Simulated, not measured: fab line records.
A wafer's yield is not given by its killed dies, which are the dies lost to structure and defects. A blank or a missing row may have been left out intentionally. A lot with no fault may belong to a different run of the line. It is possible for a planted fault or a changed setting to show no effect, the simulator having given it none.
A struck lot beside a sound one	flow nand harc	15 out of 1159 route steps
Sound: these wafers, L395.1, L395.3, L395.5. Struck: wafer L398.5 (left out: L398.2, a lot-mate that was not struck); the cause follows at the end.
At each step with rows: each side's tool, then ch and its chambers, then its first start. Under that, the readings that differ: sound wafers	struck wafers	difference of the means	sigmas: that difference in standard deviations of wafers without a fault.
alike: words and numbers the same on both sides, and readings whose means are apart by under 2 such deviations; not compared: readings that were withheld, readings missing a value for some wafer, numbers with overlapping values and no deviation given by the record, and bounds like >300 which may hide the same value.
A row with sigmas, a row that says differs or no value, or rows on one side alone: a step with any of these is where the two part. When numbers do not overlap yet have no deviation, they are printed without sigmas and do not part them. A reading that every wafer of one side lacks parts them only if that side has two wafers or more.

first, 1 step without rows for these wafers: NHARC_A_CHANNEL_HOLE_D1_STRIP_43 (strips in O2/COS).
NHARC_A_CHANNEL_HOLE_D1_ETCH_44: etches the open film in CF4/O2, target depth 140 nm, overetch 14 nm, time 77 s.
  sound on rie diel-05 ch 0,1,2, day 10 17:13; struck on rie diel-05 ch 3, day 11 20:35
  alike: bias w, chamber pressure mTorr, drypump motor current A, oes_f_703_au, oes product au, rf vpp V, showerhead plenum p Torr, throttle valve pct
  not compared: rf hours counter h
NHARC_A_CHANNEL_HOLE_D1_STRIP_27: strips in O2.
  sound on rie diel-05 ch 0,2,3; struck on rie diel-05 ch 2
  alike: chamber pressure mTorr, drypump motor current A, oes product au, rf vpp V, showerhead plenum p Torr, throttle valve pct
  not compared: rf hours counter h
then, 2 steps without rows for these wafers: NHARC_A_CHANNEL_HOLE_D1_PRECLEAN_28 (cleans in SC1); NHARC_A_CHANNEL_HOLE_D1_SRD_29.
NHARC_A_CHANNEL_HOLE_D1_CD_MEAS_30:
  sound on cd sem-03, day 10 18:02; struck on cd sem-02, day 11 21:25
  alike: cd nm
NHARC_A_CHANNEL_HOLE_D1_XSEM_31:
  sound on xsem-01 ch 0, day 10 18:07; struck on xsem-01 ch 0, day 11 21:31
  alike: bot cd nm, bow nm, tilt deg
NHARC_A_CHANNEL_HOLE_D1_INSPECT_40:
  sound on defect inspect-01, day 10 18:13; struck on defect inspect-01, day 11 21:37
  alike: raw defect count
then, 2 steps without rows for these wafers: NHARC_A_CHANNEL_FILL_D1_PRECLEAN_00 (cleans in SC1); NHARC_A_CHANNEL_FILL_D1_SRD_01.
NHARC_A_CHANNEL_FILL_D1_ALD_02: deposits SiO2, target thk 6 nm, pulse time 10 s, ald cycles 60.
  sound on ald hk-04 ch 0,1, day 10 19:02; struck on ald hk-03 ch 0, day 11 21:56
  alike: heater power w, precursor pulse height rel
  not compared: ald cycles
then, 1 step without rows for these wafers: NHARC_A_CHANNEL_FILL_D1_ALD_03 (deposits SiNx, target thk 6 nm, pulse time 60 s, ald cycles 58).
NHARC_A_CHANNEL_FILL_D1_ALD_14: deposits SiO2, target thk 2.5 nm, pulse time 10 s, ald cycles 25.
  sound on ald hk-01 ch 1,3, day 11 02:07; struck on ald hk-01 ch 1, day 12 04:48
reading	sound	struck	difference	sigmas
ald cycles	25 25 25	27	+2	
precursor pulse height rel	0.958 0.972 1.008	1.018	+0.039	+2
  alike: heater power w
NHARC_A_CHANNEL_FILL_D1_ALD_15: deposits SiNx, target thk 2 nm, pulse time 60 s, ald cycles 19.
  sound on ald sin batch-02 ch 0; struck on ald sin batch-02 ch 0
  alike: precursor pulse height rel
  not compared: ald cycles
NHARC_END_SORT_01:
  the record has rows for the sound wafers here (prober-01 ch 0, day 21 08:16) and none for the struck ones

WHERE THEY PART
First at NHARC_A_CHANNEL_FILL_D1_ALD_14; last, within this record, at NHARC_END_SORT_01.

WHY: whatever the simulator had introduced
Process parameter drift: ald hk-01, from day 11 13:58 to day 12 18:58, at NHARC_A_CHANNEL_FILL_D1_ALD_14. From 25, the setting ald cycles moved by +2. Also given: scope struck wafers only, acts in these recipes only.
